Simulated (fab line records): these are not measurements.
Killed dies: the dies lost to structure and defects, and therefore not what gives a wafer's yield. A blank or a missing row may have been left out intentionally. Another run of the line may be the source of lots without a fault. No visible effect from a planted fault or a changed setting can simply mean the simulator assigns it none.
Matching of chambers + flow nand harc + 4 sister chambers for NHARC_A_STAIRCASE_DESCUM_186 on rie diel-04
The step chemistry O2, time 3 s. 14 wafers are shown with their chamber, then 7 later ones without.

== WAFERS PAIRED WITH THEIR CHAMBERS ==
| wafer  | chamber | showerhead plenum p Torr (Torr) | rf vpp V (V) | throttle valve pct (%) |
|--------|---------|---------------------------------|--------------|------------------------|
| L077.3 | 0       | 1.96                            | 57.4         | 11.326                 |
| L077.4 | 3       | 1.83                            | 57.0         | 11.292                 |
| L077.6 | 3       | 1.83                            | 56.5         | 11.309                 |
| L075.2 | 1       | 1.90                            | 57.0         | 11.310                 |
| L075.4 | 3       | 1.83                            | 57.8         | 11.295                 |
| L075.6 | 2       | 1.90                            | 57.9         | 11.316                 |
| L082.2 | 0       | 1.96                            | 57.1         | 11.308                 |
| L082.3 | 1       | 1.90                            | 56.9         | 11.312                 |
| L082.6 | 1       | 1.90                            | 58.0         | 11.304                 |
| L081.1 | 2       | 1.90                            | 57.5         | 11.306                 |
| L081.4 | 0       | 1.96                            | 58.4         | 11.308                 |
| L081.6 | 1       | 1.90                            | 58.4         | 11.317                 |
| L091.2 | 2       | 1.89                            | 58.2         | 11.322                 |
| L091.4 | 3       | 1.82                            | 56.1         | 11.315                 |

SIGNATURES, as means of the wafers listed above
| reading                  | chamber 0 | chamber 1 | chamber 2 | chamber 3 | scatter within a chamber |
|--------------------------|-----------|-----------|-----------|-----------|--------------------------|
| showerhead plenum p Torr | 1.9600    | 1.9000    | 1.8967    | 1.8275    | 0.00376                  |
| rf vpp V                 | 57.633    | 57.575    | 57.867    | 56.850    | 0.666                    |
| throttle valve pct       | 11.31400  | 11.31075  | 11.31467  | 11.30275  | 0.00893                  |
Rule: a wafer lies at a distance from a chamber equal to the root of the sum of squares, over the readings, of (its reading less the chamber's mean, divided by the reading's scatter). If the next closest chamber is less than 2 further off than the closest, the wafer can't be placed; otherwise it belongs to the closest. The scatter is the square root of a quotient: the sum, over the shown wafers, of each reading's squared deviation from its chamber's mean, divided by wafers minus chambers.

== WAFERS MISSING THEIR CHAMBER ==
| wafer  | showerhead plenum p Torr (Torr) | rf vpp V (V) | throttle valve pct (%) |
|--------|---------------------------------|--------------|------------------------|
| L091.6 | 1.89                            | 57.2         | 11.310                 |
| L093.2 | 1.89                            | 58.4         | 11.329                 |
| L093.3 | 1.82                            | 57.4         | 11.322                 |
| L093.4 | 1.95                            | 57.7         | 11.315                 |
| L095.2 | 1.82                            | 57.9         | 11.311                 |
| L095.5 | 1.89                            | 58.1         | 11.312                 |
| L095.6 | 1.89                            | 59.0         | 11.303                 |

== THE CHAMBER EACH PASSED THROUGH ==
| wafer  | from the rows above     | in truth |
|--------|-------------------------|----------|
| L091.6 | can't be placed: 2 or 1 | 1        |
| L093.2 | can't be placed: 2 or 1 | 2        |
| L093.3 | 3                       | 3        |
| L093.4 | 0                       | 0        |
| L095.2 | 3                       | 3        |
| L095.5 | can't be placed: 2 or 1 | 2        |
| L095.6 | can't be placed: 2 or 1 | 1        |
Correct placement for 3 of the 7. Can't be placed from these rows: 4 (the true chamber is among the candidates in 4). Number placed wrongly: 0.
